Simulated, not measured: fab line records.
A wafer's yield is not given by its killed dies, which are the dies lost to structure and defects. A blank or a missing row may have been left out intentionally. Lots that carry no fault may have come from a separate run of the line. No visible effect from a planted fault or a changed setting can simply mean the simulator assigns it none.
A single fault, viewed from 3 desks :: flow n5_finfet :: every desk sees just its own numbers, and what lay behind them comes last

== THE TOOL OWNER'S DESK: rie_diel-02 ==
The tool's own readings at N5_BEOL_M1_VIA_ETCH_34 (etches the open film in C4F6/O2, target depth 67.8 nm, time 64.4 s): means of the sampled wafers that have a number, for each lot that ran on this tool. A lot is out of limits, marked OUT, if its mean lies more than 4 standard deviations from the usual mean; the brackets give that distance.
Columns: A = drypump_motor_current_A at N5_BEOL_M1_VIA_ETCH_34, usual 5.8 A; B = mfc_ar_sccm at N5_BEOL_M1_VIA_ETCH_34, usual 300.1 sccm; C = oes_product_au at N5_BEOL_M1_VIA_ETCH_34, usual 0.77 a.u.; D = rf_vpp_V at N5_BEOL_M1_VIA_ETCH_34, usual 672 V; E = showerhead_plenum_p_Torr at N5_BEOL_M1_VIA_ETCH_34, usual 2.88 Torr; F = throttle_valve_pct at N5_BEOL_M1_VIA_ETCH_34, usual 30.8 %
lot: L970
first seen here: day 6 21:11
A: 6.1
B: 299.9
C: 0.74
D: 667
E: 2.85
F: 30.6

lot: L975
first seen here: day 8 16:47
A: 6.3
B: 299.6
C: 0.93
D: 674
E: 2.88
F: 30.3

lot: L976
first seen here: day 9 01:51
A: 5.8
B: 301.7
C: 0.80
D: 668
E: 2.84
F: 30.6

lot: L977
first seen here: day 9 02:20
A: 5.7
B: 301.0
C: 0.86
D: 672
E: 2.92
F: 30.6

lot: L989
first seen here: day 12 10:37
A: 6.2
B: 299.6
C: 0.82
D: 672
E: 2.93
F: 30.5
Result from this desk: across the 5 lots, nothing is out of limits.

== FROM THE METROLOGY DESK ==
Lot by lot, what the gauges showed, no matter which tool ran the lot: averages of those sampled wafers that carry a number. A lot is out of limits, marked OUT, if its mean lies more than 4 standard deviations from the usual mean; the brackets give that distance. It has 12 readings; the 7 that lie furthest out on some lot are the ones shown.
Columns: A = cd_nm at N5_BEOL_M1_CD_MEAS_28, usual 23.88 nm; B = V0_OVL at N5_BEOL_M1_OVL_MEAS_29, usual 0.0 nm; C = DIBL_N at N5_BEOL_M4_RC_MEAS_101, usual 36.4 mV/V; D = IOFF_N at N5_BEOL_M4_RC_MEAS_101, usual 0.16 nA/um; E = ION_N at N5_BEOL_M4_RC_MEAS_101, usual 677 uA/um; F = VT_N at N5_BEOL_M4_RC_MEAS_101, usual 250 mV; G = VT_P at N5_BEOL_M4_RC_MEAS_101, usual -251 mV
lot: L970
first seen here: day 6 18:00
A: 24.02
B: 1.1
C: 36.6
D: 0.18
E: 687
F: 244
G: -244

lot: L975
first seen here: day 8 09:03
A: 24.11
B: 1.1
C: 39.5
D: 0.20
E: 680
F: 248
G: -248

lot: L976
first seen here: day 8 09:15
A: 23.51
B: 0.1
C: 36.6
D: 0.14
E: 672
F: 254
G: -252

lot: L977
first seen here: day 8 22:58
A: 24.02
B: -0.1
C: 36.4
D: 0.15
E: 685
F: 249
G: -252

lot: L987
first seen here: day 11 06:59
A: 24.02
B: 0.3
C: 39.9
D: 0.22
E: 688
F: 244
G: -248

lot: L988
first seen here: day 11 17:00
A: 23.59
B: 1.0
C: 39.0
D: 0.22
E: 695
F: 246
G: -247

lot: L989
first seen here: day 11 18:00
A: 23.93
B: -0.0
C: 37.1
D: 0.16
E: 683
F: 249
G: -252
Result from this desk: across the 7 lots, nothing is out of limits.

== THE DEFECT DESK ==
Counts from the inspections along the route, per lot, as means over the sampled wafers that have a number. A lot is out of limits, marked OUT, if its mean lies more than 4 standard deviations from the usual mean; the brackets give that distance.
Columns: A = raw_defect_count at N5_BEOL_M1_INSPECT_30, usual 405
lot: L970
first seen here: day 6 18:05
A: 470

lot: L975
first seen here: day 8 09:08
A: 298

lot: L976
first seen here: day 8 09:20
A: 485

lot: L977
first seen here: day 8 23:04
A: 358

lot: L987
first seen here: day 11 07:04
A: 391

lot: L988
first seen here: day 11 17:05
A: 439

lot: L989
first seen here: day 11 18:05
A: 347
Result from this desk: across the 7 lots, nothing is out of limits.

== PUT TOGETHER ==
Nothing out of limits was seen by the tool owner's desk.
Metrology desk: nothing out of limits seen.
The defect desk saw nothing out of limits.

== WHAT WAS PUT IN BY THE SIMULATOR ==
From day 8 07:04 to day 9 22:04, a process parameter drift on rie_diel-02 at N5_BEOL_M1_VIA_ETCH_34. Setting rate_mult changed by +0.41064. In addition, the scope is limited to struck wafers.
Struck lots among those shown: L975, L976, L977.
